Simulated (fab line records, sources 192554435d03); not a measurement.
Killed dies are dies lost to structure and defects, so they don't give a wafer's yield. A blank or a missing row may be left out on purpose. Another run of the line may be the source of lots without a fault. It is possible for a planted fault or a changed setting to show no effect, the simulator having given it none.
Comparing a struck lot with a sound one    flow n5_finfet    39 out of 1938 route steps
Sound: these wafers, L278.2, L278.4, L278.6. Struck: wafer L291.6. (L291.4, L291.5 of the same lot were not struck and are left out.) The cause comes at the end.
Each step with rows lists, per side, the tool, then ch with its chambers, then its first start. Under that, the readings that differ: sound wafers    struck wafers    difference of the means    sigmas: that difference in standard deviations of wafers without a fault.
alike: a reading whose means differ by less than 2 such deviations, as well as words and numbers matching on both sides. not compared: withheld readings; readings where some wafer has no value; bounds like >300 that might hide an equal value; numbers whose values overlap and for which the record gives no deviation.
A row with sigmas, a row that says differs or no value, or rows on one side alone: a step with any of these is where the two part. Numbers that have no deviation but don't overlap get no sigmas and don't part them. Lack of a reading on every wafer of one side parts them only where that side has two or more wafers.

first, 10 steps without rows for these wafers: N5_BEOL_M4_STRIP_36 (strips in N2/H2); N5_BEOL_M4_TRENCH_ETCH_37 (etches SiOC in C4F6/O2, target depth 55.555 nm, time 29.2 s); N5_BEOL_M4_ETCH_41 (etches SiCN in CH3F/O2, target depth 29.9 nm, time 52.5 s); N5_BEOL_M4_STRIP_97 (strips in N2/H2, time 10 s); N5_BEOL_M4_HM_STRIP_39 (strips TiN in peroxide tin strip, target depth 25 nm, time 158 s); N5_BEOL_M4_SRD_40 (time 30 s); N5_BEOL_M4_PRECLEAN_42 (cleans in residue remover, time 60 s); N5_BEOL_M4_SRD_43 (time 30 s); N5_BEOL_M4_DEGAS_44 (time 60 s); N5_BEOL_M4_PRE_CLEAN_45 (time 30 s).
N5_BEOL_M4_ALD_84: deposits TaN, pulse time 2 s, purge time 3 s, co reactant purge time 2 s.
  sound on ald_metal-02 ch 1,2, day 7 13:26; struck on ald_metal-02 ch 2, day 11 03:48
reading     sound     struck  difference  sigmas
ald_cycles  30 30 30  40      +10         
  alike: heater_power_w
  not compared: model.TaN_of_BEOL_M4_ALD_84.thk_nm
then, 26 steps without rows for these wafers: N5_BEOL_M4_SURFACE_TREAT_85; N5_BEOL_M4_CVD_47 (deposits Co from CCTBA/H2, target thk 3 nm, time 223.8 s); N5_BEOL_M4_SPUTTER_48 (material Cu, target thk 4.5 nm, time 8.29 s); N5_BEOL_M4_ANNEAL_49 (time 240 s); N5_BEOL_M4_SPUTTER_79 (material Cu, target thk 4.5 nm, time 8.29 s); N5_BEOL_M4_ANNEAL_80 (time 240 s); N5_BEOL_M4_SPUTTER_81 (material Cu, target thk 4.5 nm, time 8.29 s); N5_BEOL_M4_ANNEAL_82 (time 240 s); N5_BEOL_M4_SPUTTER_86 (material Cu, target thk 4.5 nm, time 8.29 s); N5_BEOL_M4_ANNEAL_87 (time 240 s); N5_BEOL_M4_SPUTTER_88 (material Cu, target thk 4.5 nm, time 8.29 s); N5_BEOL_M4_ANNEAL_89 (time 240 s); N5_BEOL_M4_SPUTTER_90 (material Cu, target thk 4.5 nm, time 8.29 s); N5_BEOL_M4_ANNEAL_91 (time 240 s); N5_BEOL_M4_SPUTTER_92 (material Cu, target thk 4.5 nm, time 8.29 s); N5_BEOL_M4_ANNEAL_93 (time 240 s); N5_BEOL_M4_SPUTTER_94 (material Cu, target thk 4.5 nm, time 8.29 s); N5_BEOL_M4_ANNEAL_95 (time 240 s); N5_BEOL_M4_SPUTTER_96 (material Cu, target thk 4.5 nm, time 8.29 s); N5_BEOL_M4_ECD_50 (material Cu, target thk 300 nm); N5_BEOL_M4_ANNEAL_51 (time 90 s); N5_BEOL_M4_CMP_52 (polishes, stops on SiOC, t overpolish 6.8 s, target thk 40 nm); N5_BEOL_M4_PRE_CLEAN_60 (time 15 s); N5_BEOL_M4_CO_CAP_55 (material Co, precursor CCTBA/H2, target thk 2 nm, time 102.1 s); N5_BEOL_M4_PRE_CLEAN_56 (time 15 s); N5_BEOL_M4_DEP_57 (deposits SiCN from 3MS/NH3, target thk 8 nm, time 14 s).
N5_BEOL_M4_RC_MEAS_101:
  sound on prober-01 ch 0, day 7 17:30; struck on prober-02 ch 0, day 11 07:40
reading                       sound           struck  difference  sigmas
CHAIN_V3 (ohm/link)           232 227 222     308     +81         +7
CHAIN_V3_max_site (ohm/link)  245 243 228     317     +78         +7
DIBL_P (mV/V)                 40.2 42.7 42.3  36.3    -5.4        -2
IOFF_P (nA/um)                0.29 0.34 0.35  0.21    -0.12       -3
VT_N (mV)                     245 247 241     253     +9          +2
VT_P (mV)                     -245 -245 -244  -252    -7          -2
  alike: DIBL_N, IOFF_N, ION_N, ION_P, SS_N, SS_P
-- a jump in the record: the struck wafers' starts before and after are 4 days apart (it breaks off in module BEOL_M4 and resumes in module PASSIVATION, where the first step shown is number 1936 of the route) --
N5_PASSIVATION_PROBE_49:
  rows exist in the record for the struck wafers here (prober-02, day 15 12:10), but not for the sound ones

## WHERE THEY PART
Last at N5_PASSIVATION_PROBE_49 as far as this record goes, first at N5_BEOL_M4_RC_MEAS_101.

WHY: the cause the simulator had injected
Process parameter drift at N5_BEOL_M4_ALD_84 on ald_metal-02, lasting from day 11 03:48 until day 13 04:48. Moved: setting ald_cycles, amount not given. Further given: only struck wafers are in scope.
